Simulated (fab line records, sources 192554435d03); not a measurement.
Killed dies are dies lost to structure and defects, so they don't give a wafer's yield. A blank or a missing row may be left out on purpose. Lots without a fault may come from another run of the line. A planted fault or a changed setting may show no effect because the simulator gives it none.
Which tool did it? | flow n5_finfet | 11 lots, 33 wafers sampled, at 3 steps of a route of 1938

WHAT THE GAUGES READ, wafer by wafer
N5_PASSIVATION_OVL_MEAS_63.
lot  | measured     | on         | PAD_OVL (nm)
L491 | day 12 05:36 | overlay-01 | -2 -2 -2
L493 | day 12 22:09 | overlay-01 | 2 -1 5
L494 | day 13 17:23 | overlay-02 | 3 1 6
L500 | day 14 10:59 | overlay-02 | 9 1 -1
L496 | day 14 23:38 | overlay-02 | 4 4 0
L498 | day 15 04:52 | overlay-02 | -2 0 -3
L497 | day 15 04:10 | overlay-01 | 2 2 7
L501 | day 15 12:49 | overlay-01 | 7 -3 4
L507 | day 16 16:36 | overlay-01 | 0 3 9
L510 | day 17 17:34 | overlay-01 | 6 12 8
L513 | day 17 17:44 | overlay-01 | 6 4 4

WHICH TOOL RAN EACH LOT (tool, then ch and the chambers of the sampled wafers, then the start)
lot  | N5_BEOL_M7_ECD_50              | N5_PASSIVATION_STRIP_14
L491 | ecd_cu-01 ch 0,1, day 9 08:39  | rie_diel-02 ch 0,1, day 12 04:36
L493 | ecd_cu-01 ch 0,1, day 9 22:37  | rie_diel-04 ch 0,1,3, day 12 20:51
L494 | ecd_cu-01 ch 0,1, day 11 04:59 | rie_diel-02 ch 1,3, day 13 16:22
L500 | ecd_cu-01 ch 0,1, day 11 17:43 | rie_diel-05 ch 0,2,3, day 14 09:34
L496 | ecd_cu-02 ch 0,1, day 11 20:41 | rie_diel-04 ch 0,2, day 14 22:16
L498 | ecd_cu-01 ch 0,1, day 12 03:52 | rie_diel-05 ch 1,3, day 15 03:15
L497 | ecd_cu-01 ch 0,1, day 12 07:41 | rie_diel-04 ch 1,3, day 15 02:41
L501 | ecd_cu-01 ch 0,1, day 12 16:44 | rie_diel-05 ch 0,1, day 15 11:38
L507 | ecd_cu-02 ch 0,1, day 13 16:14 | rie_diel-02 ch 0,1,2, day 16 15:17
L510 | ecd_cu-02 ch 0,1, day 14 22:36 | rie_diel-05 ch 0,2, day 17 16:21
L513 | ecd_cu-02 ch 0, day 14 23:38   | rie_diel-04 ch 0,1,3, day 17 16:29
- N5_BEOL_M7_ECD_50: material Cu, target thk 300 nm.
- N5_PASSIVATION_STRIP_14: strips in O2.

THE ANSWER, worked out from the rows above alone
Rule: what is usual is taken from the lots themselves. Put in order of their means at a reading, lots are off if they are a third of the lots or fewer, leave a main group of 4 or more, and stand apart from it by a gap of 3 or more times the standard deviation of the main group's means; of several such gaps the widest counts. A main group whose means are all the same, to the digits that the tables above print for the reading, isn't used. A lot without any number at a reading at which 4 lots or more have one is off too. The other lots that the step has rows for count as sound.
No lot is off at any reading shown: from this, nothing can be told.

WHAT THE SIMULATOR HAD PUT IN
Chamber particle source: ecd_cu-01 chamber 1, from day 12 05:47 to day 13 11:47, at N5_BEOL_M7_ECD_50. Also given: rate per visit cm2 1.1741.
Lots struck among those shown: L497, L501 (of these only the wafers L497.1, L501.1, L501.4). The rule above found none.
